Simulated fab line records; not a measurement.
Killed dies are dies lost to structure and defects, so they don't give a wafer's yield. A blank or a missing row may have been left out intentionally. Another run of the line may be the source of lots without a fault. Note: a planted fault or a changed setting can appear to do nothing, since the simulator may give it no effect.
fab line records | flow nand_harc | part 2 of 2: steps 29 to 38 of 38
[record] lots = 5 | wafers = 15 | last_day = 33
route steps=1302 shown P_STI@95 P_GATE@110
lots with no fault: from the same line, run without faults
start_h: start of the lot's first displayed wafer, in hours after the record's first day | wait_h: hours elapsed since this lot's preceding step | " repeats the value in the row above | L1.1+2: a single row standing in for several wafers | - no value present, or no start provided | * or withheld: withheld | < > ~ a bound
route shown NAME@n: names a module that has steps shown in the file, with the first one's number in the route | usual: the fault-free wafers' mean and standard deviation | same: alike in all rows | chamber/n: place in a boat | sites: readings site by site | _std_site: how widely they spread, as a standard deviation | _edge_site: outer sites' mean less inner sites' | radius_mm: how far each site lies from the wafer's centre | mask NAME#n: copy n | behind: the most recent tool/chamber to have shaped the wafer | hold: the reason the lot was held/the length of the hold in hours/how it ended | device: names the non-switching transistor (n, p or np) | end of line: tests run on the same wafers once the route is complete | a step without rows: its recipe alone | killed: dies lost to structure and defects at the first sort, not the wafer's yield | map: a wafer's dies, marking killed ones x, the rest . and places with no die _
set.NAME: setting as actually run; set.NAME@STEP: the setting as run at that earlier step | model.NAME: the simulator's own value behind a step, which no gauge read
a table for each step, a row for each wafer; lots at some steps of the route
services: the hour from which a tool's chamber was out of use, counted from the record's first day as start_h (under 0 if before that day), plus the number of hours and why
[[steps]]
[step NHARC_P_GATE_DESCUM_13]
[recipe] time_s = 3 | o2_flow_sccm = 200 | ar_flow_sccm = 0 | bias_power_w = 0 | chemistry = O2
[usual] drypump_motor_current_A = 6.0/0.37 | oes_product_au = 0.999/0.0093 | rf_vpp_V = 57.6/0.93 | showerhead_plenum_p_Torr = 1.86/0.091 | throttle_valve_pct = 11.312/0.009
[same] time_s = 3
lot.wafer | tool        | chamber | start_h | wait_h | drypump_motor_current_A | oes_product_au | rf_hours_counter_h | rf_vpp_V | showerhead_plenum_p_Torr | throttle_valve_pct
L078.3    | rie_diel-06 | 3       | 114.64  | -      | 5.5                     | 1.003          | 9.5                | 57.5     | 1.80                     | 11.318
L078.4    | "           | 1       | "       | "      | 5.7                     | 0.990          | 9.8                | 56.9     | 1.79                     | 11.317
L078.6    | "           | 0       | "       | "      | 5.9                     | 1.024          | -                  | 57.4     | 1.81                     | 11.303
L079.2    | rie_diel-12 | 1       | 127.26  | -      | 6.0                     | 0.998          | 1.9                | 57.3     | 1.90                     | 11.315
L079.4    | "           | 1       | "       | "      | 6.0                     | 1.010          | -                  | 57.7     | 1.90                     | 11.304
L079.6    | "           | 2       | "       | "      | 6.6                     | 1.005          | -                  | 58.1     | 1.85                     | 11.307
L083.4    | rie_diel-06 | 2       | 172.36  | -      | 5.9                     | 0.989          | 1.6                | 55.1     | 1.81                     | 11.314
L083.2    | "           | 1       | "       | "      | 5.7                     | 1.000          | 1.7                | 56.7     | 1.79                     | 11.314
L083.5    | "           | 2       | "       | "      | 5.9                     | 0.998          | -                  | 58.5     | 1.81                     | 11.311
L090.4    | rie_diel-12 | 2       | 243.20  | -      | 6.5                     | 1.000          | 9.3                | 57.5     | 1.84                     | 11.309
L090.5    | "           | 0       | "       | "      | 5.9                     | 1.003          | -                  | 56.9     | 2.03                     | 11.312
L090.6    | "           | 1       | "       | "      | 6.0                     | 0.994          | -                  | 58.1     | 1.90                     | 11.303
L096.4    | rie_diel-01 | 3       | 301.31  | -      | 5.7                     | 0.981          | 4.2                | 56.7     | 2.04                     | 11.310
L096.3    | "           | 0       | "       | "      | 5.8                     | 1.003          | 5.2                | 57.5     | 1.82                     | 11.299
L096.6    | "           | 2       | "       | "      | 5.9                     | 0.984          | -                  | 58.3     | 1.78                     | 11.299
[step NHARC_P_GATE_ETCH_14]
[recipe] target_depth_a = 488 | chemistry = dHF | material = SiO2
lot.wafer  | tool         | chamber | start_h | wait_h
L078.3+4+6 | wet_bench-09 | 4,5,0   | 114.78  | 0.1
L079.6+2+4 | wet_bench-02 | 4,5,6   | 127.42  | 0.1
L083.4+2+5 | wet_bench-02 | 7,0,1   | 172.51  | 0.1
L090.4+6+5 | wet_bench-05 | 4,5,7   | 243.32  | 0.1
L096.4+3+6 | wet_bench-02 | 1,2,5   | 301.43  | 0.1
[step NHARC_P_GATE_STRIP_15]
[recipe] time_s = 780 | temp_c = 130 | chemistry = SPM
[same] time_s = 780
lot.wafer  | tool         | chamber | start_h | wait_h
L078.3+4+6 | wet_bench-09 | 4,5,0   | 114.83  | 0.0
L079.6+2+4 | wet_bench-02 | 4,5,6   | 127.46  | 0.0
L083.4+2+5 | wet_bench-02 | 7,0,1   | 172.55  | 0.0
L090.4+6+5 | wet_bench-05 | 4,5,7   | 243.37  | 0.0
L096.4+3+6 | wet_bench-02 | 1,2,5   | 301.47  | 0.0
[step NHARC_P_GATE_PRECLEAN_71]
[recipe] time_s = * | temp_c = 50 | bath_age_min = 0 | chemistry = SC1
[same] time_s = *
lot.wafer  | tool         | chamber | start_h | wait_h
L078.3+4+6 | wet_bench-09 | 4,5,0   | -       | -
L079.6+2+4 | wet_bench-02 | 4,5,6   | -       | -
L083.4+2+5 | wet_bench-02 | 7,0,1   | -       | -
L090.4+6+5 | wet_bench-05 | 4,5,7   | -       | -
L096.4+3+6 | wet_bench-02 | 1,2,5   | -       | -
[step NHARC_P_GATE_SRD_72]
lot.wafer  | tool         | chamber | start_h | wait_h
L078.3+4+6 | wet_bench-09 | 4,5,0   | -       | -
L079.6+2+4 | wet_bench-02 | 4,5,6   | -       | -
L083.4+2+5 | wet_bench-02 | 7,0,1   | -       | -
L090.4+6+5 | wet_bench-05 | 4,5,7   | -       | -
L096.4+3+6 | wet_bench-02 | 1,2,5   | -       | -
[step NHARC_P_GATE_OXIDE_16]
[recipe] target_thk_a = 30 | temp_c = 875 | ox_time_s = 392 | material = SiO2
[usual] spike_tc_centre_C = 876.0/1.8 | tube_center_temp_C = 875/0.087 | zone_power_upper_pct = 19.1/1.8
lot.wafer | tool       | chamber | start_h | wait_h | spike_tc_centre_C | tube_center_temp_C | zone_power_upper_pct
L078.3    | furnace-01 | 0       | 118.09  | -      | 877.7             | 875.13             | 18.2
L078.4    | "          | 0       | "       | "      | 878.3             | 874.97             | 18.2
L078.6    | "          | 0       | "       | "      | 876.8             | 874.87             | 18.4
L079.2    | furnace-01 | 0       | 130.89  | -      | 877.9             | 875.03             | 18.4
L079.4    | "          | 0       | "       | "      | 877.6             | 875.12             | 18.1
L079.6    | "          | 0       | "       | "      | 877.7             | 875.21             | 18.3
L083.2    | furnace-05 | 0       | 177.01  | -      | 876.5             | 874.86             | 17.1
L083.4    | "          | 0       | "       | "      | 876.0             | 875.12             | 17.2
L083.5    | "          | 0       | "       | "      | 875.9             | 875.12             | 17.0
L090.4    | furnace-08 | 0       | 246.91  | -      | 874.5             | 875.15             | 21.4
L090.5    | "          | 0       | "       | "      | 875.8             | 875.09             | 21.5
L090.6    | "          | 0       | "       | "      | 872.6             | 875.12             | 21.5
L096.3    | furnace-05 | 0       | 305.26  | -      | 876.9             | 874.97             | 17.1
L096.4    | "          | 0       | "       | "      | 875.2             | 875.1              | 16.8
L096.6    | "          | 0       | "       | "      | 874.7             | 875.02             | 17.1
[step NHARC_P_GATE_CVD_17]
[recipe] target_thk_a = 1500 | temp_c = 620 | time_s = 900 | material = poly-Si
[usual] spike_tc_centre_C = 620.7/1.1 | tube_center_temp_C = 620/0.056 | zone_power_upper_pct = 9.20/0.29
[same] time_s = 900
lot.wafer | tool          | chamber | start_h | wait_h | spike_tc_centre_C | tube_center_temp_C | zone_power_upper_pct
L078.3    | lpcvd_poly-04 | 0       | 124.22  | 2.5    | 618.1             | 620                | 8.92
L078.4    | "             | 0       | "       | "      | 620.7             | 619.97             | 9.02
L078.6    | "             | 0       | "       | "      | 621.6             | 619.95             | 9.06
L079.2    | lpcvd_poly-01 | 0       | 137.03  | 2.6    | 618.8             | 620                | 9.20
L079.4    | "             | 0       | "       | "      | 620.5             | 620.03             | 9.05
L079.6    | "             | 0       | "       | "      | 621.0             | 620.09             | 9.17
L083.2    | lpcvd_poly-03 | 0       | 183.31  | 2.7    | 619.3             | 620.06             | 9.77
L083.4    | "             | 0       | "       | "      | 619.3             | 620.08             | 9.70
L083.5    | "             | 0       | "       | "      | 621.2             | 619.96             | 9.62
L090.4    | lpcvd_poly-01 | 0       | 253.01  | 2.6    | 621.4             | 619.99             | 9.15
L090.5    | "             | 0       | "       | "      | 620.2             | 620.05             | 9.15
L090.6    | "             | 0       | "       | "      | 619.4             | 620.02             | 9.22
L096.3    | lpcvd_poly-04 | 0       | 311.41  | 2.5    | 621.4             | 620.01             | 8.97
L096.4    | "             | 0       | "       | "      | 621.4             | 620.07             | 8.92
L096.6    | "             | 0       | "       | "      | 621.0             | 619.86             | 8.94
[step NHARC_P_GATE_HM_DEP_102]
[recipe] target_thk_a = 1200 | temp_c = 400 | material = aC
[usual] throttle_valve_pct = 35.000/0.0088
lot.wafer | tool       | chamber | start_h | wait_h | throttle_valve_pct
L078.3    | acl_dep-02 | 0       | 127.91  | 1.5    | 35.000
L078.4    | "          | 0       | "       | "      | 35.003
L078.6    | "          | 0       | "       | "      | 34.998
L079.2    | acl_dep-02 | 0       | 139.74  | 0.5    | 35.016
L079.4    | "          | 0       | "       | "      | 34.994
L079.6    | "          | 0       | "       | "      | 35.003
L083.2    | acl_dep-02 | 0       | 185.97  | 0.5    | 34.986
L083.4    | "          | 0       | "       | "      | 34.993
L083.5    | "          | 0       | "       | "      | 35.005
L090.4    | acl_dep-01 | 0       | 255.94  | 0.7    | 35.002
L090.5    | "          | 0       | "       | "      | 34.994
L090.6    | "          | 0       | "       | "      | 35.005
L096.3    | acl_dep-01 | 0       | 314.25  | 0.6    | 34.996
L096.4    | "          | 0       | "       | "      | 34.985
L096.6    | "          | 0       | "       | "      | 35.007
[step NHARC_P_GATE_DEP_103]
[recipe] target_thk_a = 300 | target_thk_nm = 30 | temp_c = 400 | flow_sccm = 200 | rf_w = 350 | material = SiON
[usual] heater_power_outer_w = 434/57 | heater_power_w = 715/77
lot.wafer | tool     | chamber | start_h | wait_h | heater_power_outer_w | heater_power_w
L078.3    | pecvd-01 | 2       | 128.38  | 0.4    | 488                  | 765
L078.6    | "        | 1       | "       | "      | 458                  | 747
L078.4    | "        | 2       | "       | "      | 483                  | 741
L079.2    | pecvd-02 | 0       | 140.40  | 0.6    | 477                  | 750
L079.6    | "        | 1       | "       | "      | 509                  | 843
L079.4    | "        | 0       | "       | "      | 491                  | 760
L083.2    | pecvd-01 | 0       | 186.60  | 0.5    | 391                  | 694
L083.5    | "        | 2       | "       | "      | 391                  | 618
L083.4    | "        | 0       | "       | "      | 378                  | 692
L090.4    | pecvd-02 | 0       | 256.37  | 0.3    | 516                  | 796
L090.6    | "        | 1       | "       | "      | 525                  | 888
L090.5    | "        | 2       | "       | "      | 400                  | 611
L096.3    | pecvd-02 | 1       | 314.79  | 0.4    | 428                  | 738
L096.6    | "        | 2       | "       | "      | 454                  | 705
L096.4    | "        | 1       | "       | "      | 430                  | 755
[step NHARC_P_GATE_DEHYDRATE_18]
[recipe] temp_c = 150 | time_s = 120
[usual] chill_plate_temp_C = 22.97/0.11 | plate_temp_C = 150.03/0.13
[same] time_s = 120
lot.wafer | tool           | chamber | start_h | wait_h | chill_plate_temp_C | plate_temp_C
L078.3    | litho_track-04 | 0       | 128.63  | 0.2    | 22.89              | 149.98
L078.4    | "              | 0       | "       | "      | 22.85              | 150.27
L078.6    | "              | 0       | "       | "      | 23.00              | 150.13
L079.2    | litho_track-01 | 0       | 140.62  | 0.2    | 23.03              | 150.23
L079.4    | "              | 0       | "       | "      | 23.00              | 150.05
L079.6    | "              | 0       | "       | "      | 23.02              | 150.09
L083.2    | litho_track-04 | 0       | 186.82  | 0.2    | 23.18              | 149.91
L083.4    | "              | 0       | "       | "      | 22.99              | 149.97
L083.5    | "              | 0       | "       | "      | 23.07              | 150.11
L090.4    | litho_track-04 | 0       | 256.56  | 0.2    | 23.06              | 149.94
L090.5    | "              | 0       | "       | "      | 22.99              | 149.90
L090.6    | "              | 0       | "       | "      | 23.00              | 150.16
L096.3    | litho_track-01 | 0       | 315.00  | 0.2    | 22.89              | 149.95
L096.4    | "              | 0       | "       | "      | 22.88              | 149.92
L096.6    | "              | 0       | "       | "      | 22.90              | 149.93
[[services]]
tool           | chamber | start_h | hours | kind
cmp-03         | -       | 64.00   | 4.0   | pm
wet_bench-02   | -       | 68.22   | 8.0   | pm
wet_bench-06   | -       | 72.40   | 2.1   | repair
wet_bench-05   | -       | 84.80   | 8.0   | pm
krf_scanner-03 | -       | 85.74   | 0.8   | repair
litho_track-03 | -       | 100.00  | 7.0   | pm
wet_bench-01   | -       | 101.60  | 8.0   | pm
furnace-06     | -       | 118.15  | 22.3  | repair
furnace-02     | -       | 121.43  | 8.7   | repair
litho_track-05 | -       | 124.01  | 7.0   | pm
cmp-03         | -       | 151.16  | 0.4   | repair
cmp-03         | -       | 162.00  | 4.0   | pm
wet_bench-09   | -       | 176.80  | 8.0   | pm
wet_bench-02   | -       | 177.05  | 7.9   | repair
hdpcvd-01      | -       | 185.00  | 13.0  | pm
wet_bench-06   | -       | 193.60  | 8.0   | pm
furnace-01     | -       | 208.57  | 26.0  | pm
litho_track-02 | -       | 227.00  | 7.0   | pm
wet_bench-04   | -       | 227.20  | 8.0   | pm
wet_bench-02   | -       | 244.22  | 8.0   | pm
wet_bench-05   | -       | 260.80  | 8.0   | pm
litho_track-03 | -       | 275.00  | 7.0   | pm
wet_bench-01   | -       | 277.60  | 8.0   | pm
litho_track-05 | -       | 299.01  | 7.0   | pm
